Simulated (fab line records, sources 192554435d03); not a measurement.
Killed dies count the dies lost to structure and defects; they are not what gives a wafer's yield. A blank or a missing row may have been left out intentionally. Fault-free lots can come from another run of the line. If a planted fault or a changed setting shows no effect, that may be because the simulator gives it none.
Which of the tools did it? :: flow n5 finfet :: route of 1938 steps, sampled at 1 step: 24 lots, 72 wafers

WHAT THE GAUGES READ, wafer by wafer
N5_BEOL_M4_INSPECT_13: inspects for defects (brightfield).
lot: L074
measured: day 7 10:51
on: defect inspect-02
raw defect count: 607 491 458

lot: L075
measured: day 8 02:05
on: defect inspect-01
raw defect count: 388 458 353

lot: L076
measured: day 8 04:02
on: defect inspect-01
raw defect count: 413 323 339

lot: L077
measured: day 8 04:25
on: defect inspect-01
raw defect count: 438 387 493

lot: L078
measured: day 8 11:59
on: defect inspect-01
raw defect count: 306 346 417

lot: L079
measured: day 8 18:44
on: defect inspect-01
raw defect count: 507 565 334

lot: L080
measured: day 9 04:47
on: defect inspect-02
raw defect count: 462 425 386

lot: L082
measured: day 9 09:36
on: defect inspect-02
raw defect count: 495 416 599

lot: L081
measured: day 9 12:23
on: defect inspect-01
raw defect count: 317 379 318

lot: L083
measured: day 9 16:08
on: defect inspect-02
raw defect count: 506 361 479

lot: L084
measured: day 9 17:31
on: defect inspect-02
raw defect count: 372 553 513

lot: L085
measured: day 10 04:43
on: defect inspect-01
raw defect count: 305 255 350

lot: L086
measured: day 10 18:31
on: defect inspect-02
raw defect count: 392 370 475

lot: L088
measured: day 10 20:26
on: defect inspect-01
raw defect count: 487 409 386

lot: L087
measured: day 10 20:36
on: defect inspect-02
raw defect count: 392 546 432

lot: L089
measured: day 11 14:55
on: defect inspect-02
raw defect count: 396 460 368

lot: L090
measured: day 11 20:52
on: defect inspect-01
raw defect count: 510 377 323

lot: L091
measured: day 11 23:19
on: defect inspect-02
raw defect count: 404 374 461

lot: L093
measured: day 12 03:08
on: defect inspect-01
raw defect count: 345 483 499

lot: L092
measured: day 12 04:11
on: defect inspect-01
raw defect count: 287 363 327

lot: L094
measured: day 12 11:32
on: defect inspect-02
raw defect count: 356 357 335

lot: L095
measured: day 12 14:18
on: defect inspect-01
raw defect count: 407 421 595

lot: L097
measured: day 13 04:17
on: defect inspect-01
raw defect count: 434 403 328

lot: L096
measured: day 13 06:20
on: defect inspect-01
raw defect count: 542 365 313

TOOL THAT RAN EACH LOT (tool first, then ch and the chambers of the sampled wafers, then the start)
There is no process step in the record ahead of these readings.

AS READ BY THE TOOLS THEMSELVES (means over the sampled wafers that have a number; for cases with no such wafer, the mark the record gives instead)
The record holds no such reading with a usual standard deviation.

THE ANSWER, worked out from the rows above alone
Rule: what is usual is taken from the lots themselves. Put in order of their means at a reading, lots are off if they are a third of the lots or fewer, leave a main group of 4 or more, and stand apart from it by a gap of 3 or more times the standard deviation of the main group's means; of several such gaps the widest counts. Not used: any main group whose means are identical at the precision the tables above print for the reading. Also off: a lot with no number at a reading for which 4 or more lots have one. The other lots that the step has rows for count as sound. Order of review: gauges by route order, followed by the tools' own readings, for which a lot's mean as printed above is used. At the first step where some lot is off, the reading lying furthest off is the one used; lots without a number count as furthest.
Nothing can be told from this: no lot is off at any reading shown.

WHAT THE SIMULATOR PUT IN
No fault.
